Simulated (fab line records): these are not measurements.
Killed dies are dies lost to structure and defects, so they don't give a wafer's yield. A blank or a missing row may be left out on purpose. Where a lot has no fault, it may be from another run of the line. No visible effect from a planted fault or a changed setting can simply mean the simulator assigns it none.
Chamber matching    flow nand harc    4 sister chambers for NHARC_A_STAIRCASE_DESCUM_186 on rie diel-07
The step chemistry O2, time 3 s. 20 wafers are shown with their chamber, then 10 later ones without.

WAFERS, EACH WITH ITS CHAMBER
wafer   chamber  showerhead plenum p Torr (Torr)  drypump motor current A (A)  oes product au (a.u.)
L074.4  3        1.99                             5.9                          1.022
L074.5  0        1.90                             5.1                          0.994
L074.6  1        1.90                             6.0                          0.997
L076.1  1        1.90                             6.0                          0.988
L076.2  2        1.80                             5.7                          1.004
L076.6  3        1.99                             5.8                          1.013
L079.2  1        1.90                             6.0                          0.991
L079.4  0        1.89                             5.1                          0.997
L079.5  3        1.99                             5.9                          1.012
L078.3  0        1.89                             5.1                          0.984
L078.4  2        1.80                             5.6                          1.001
L078.5  2        1.80                             5.6                          1.000
L082.3  3        1.98                             5.9                          1.025
L082.4  2        1.80                             5.7                          0.997
L082.5  3        1.98                             5.8                          1.020
L081.1  2        1.80                             5.6                          1.006
L081.3  3        1.98                             5.8                          1.015
L081.5  0        1.89                             5.1                          1.006
L088.3  3        1.97                             5.8                          1.005
L088.4  2        1.79                             5.7                          1.008

SIGNATURES, as means of the wafers listed above
reading                   chamber 0  chamber 1  chamber 2  chamber 3  scatter within a chamber
showerhead plenum p Torr  1.8925     1.9000     1.7983     1.9829     0.0056
drypump motor current A   5.100      6.000      5.650      5.843      0.0448
oes product au            0.99525    0.99200    1.00267    1.01600    0.00638
Rule: for each reading, subtract the chamber's mean from the wafer's reading, divide by that reading's scatter and square the result; add these up over the readings and take the root, which gives the wafer's distance from the chamber. If the next closest chamber is less than 2 further off than the closest, the wafer can't be placed; otherwise it belongs to the closest. The scatter: take each reading less its chamber's mean, square it, sum over the shown wafers, divide by the number of wafers less the number of chambers, and take the root.

WAFERS WITHOUT THEIR CHAMBER
wafer   showerhead plenum p Torr (Torr)  drypump motor current A (A)  oes product au (a.u.)
L088.5  1.97                             5.9                          1.008
L089.1  1.88                             5.1                          1.006
L089.3  1.89                             6.0                          0.989
L089.5  1.88                             5.1                          0.992
L091.1  1.79                             5.7                          1.002
L091.2  1.89                             6.0                          1.004
L091.4  1.97                             5.9                          1.004
L093.4  1.78                             5.7                          1.015
L093.5  1.88                             6.0                          0.996
L093.6  1.88                             5.1                          0.994

THE CHAMBER EACH PASSED THROUGH
wafer   from the rows above  in truth
L088.5  3                    3
L089.1  0                    0
L089.3  1                    1
L089.5  0                    0
L091.1  2                    2
L091.2  1                    1
L091.4  3                    3
L093.4  2                    2
L093.5  1                    1
L093.6  0                    0
Placed correctly: 10 of 10. From these rows, 0 cannot be placed. Wrongly placed: 0.
